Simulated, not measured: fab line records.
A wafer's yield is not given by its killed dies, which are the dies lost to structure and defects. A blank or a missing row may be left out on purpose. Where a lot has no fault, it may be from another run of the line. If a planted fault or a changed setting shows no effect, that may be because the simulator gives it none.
Matching of chambers :: flow nand-harc :: NHARC_A_STAIRCASE_TRIM_235 on rie-diel-02 has 4 sister chambers
The step chemistry O2, time 211.2 s. 4 wafers are shown with their chamber, then 7 later ones without.

## WAFERS, EACH WITH ITS CHAMBER
wafer: L236.1
chamber: 1
showerhead-plenum-p-Torr (Torr): 3.71

wafer: L238.3
chamber: 0
showerhead-plenum-p-Torr (Torr): 3.34

wafer: L242.1
chamber: 3
showerhead-plenum-p-Torr (Torr): 3.33

wafer: L242.2
chamber: 2
showerhead-plenum-p-Torr (Torr): 3.46

## WAFERS WITHOUT THEIR CHAMBER
wafer: L242.5
showerhead-plenum-p-Torr (Torr): 3.33

wafer: L243.1
showerhead-plenum-p-Torr (Torr): 3.70

wafer: L243.2
showerhead-plenum-p-Torr (Torr): 3.33

wafer: L243.5
showerhead-plenum-p-Torr (Torr): 3.33

wafer: L257.1
showerhead-plenum-p-Torr (Torr): 3.32

wafer: L257.3
showerhead-plenum-p-Torr (Torr): 3.31

wafer: L257.4
showerhead-plenum-p-Torr (Torr): 3.32

## WHICH CHAMBER EACH WENT THROUGH
wafer: L242.5
from the rows above: can't be placed: 3 or 0
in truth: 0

wafer: L243.1
from the rows above: 1
in truth: 1

wafer: L243.2
from the rows above: can't be placed: 3 or 0
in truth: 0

wafer: L243.5
from the rows above: can't be placed: 3 or 0
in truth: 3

wafer: L257.1
from the rows above: can't be placed: 3 or 0
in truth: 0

wafer: L257.3
from the rows above: can't be placed: 3 or 0
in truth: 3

wafer: L257.4
from the rows above: can't be placed: 3 or 0
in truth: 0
Placed correctly: 1 of 7. Cannot be placed on the basis of these rows: 6; the candidates contain the true chamber in 6. Placed wrongly: 0.
How it was worked out, from the rows above alone: a wafer's distance from a chamber is the root of the sum, over the readings, of the square of ((its reading less the chamber's mean) divided by the reading's scatter). If the next closest chamber is less than 2 further off than the closest, the wafer can't be placed; otherwise it belongs to the closest. Each chamber's mean is taken over the wafers shown for it. The scatter: root of mean squared gap, hidden wafer to nearest shown wafer, with one shown wafer a chamber.
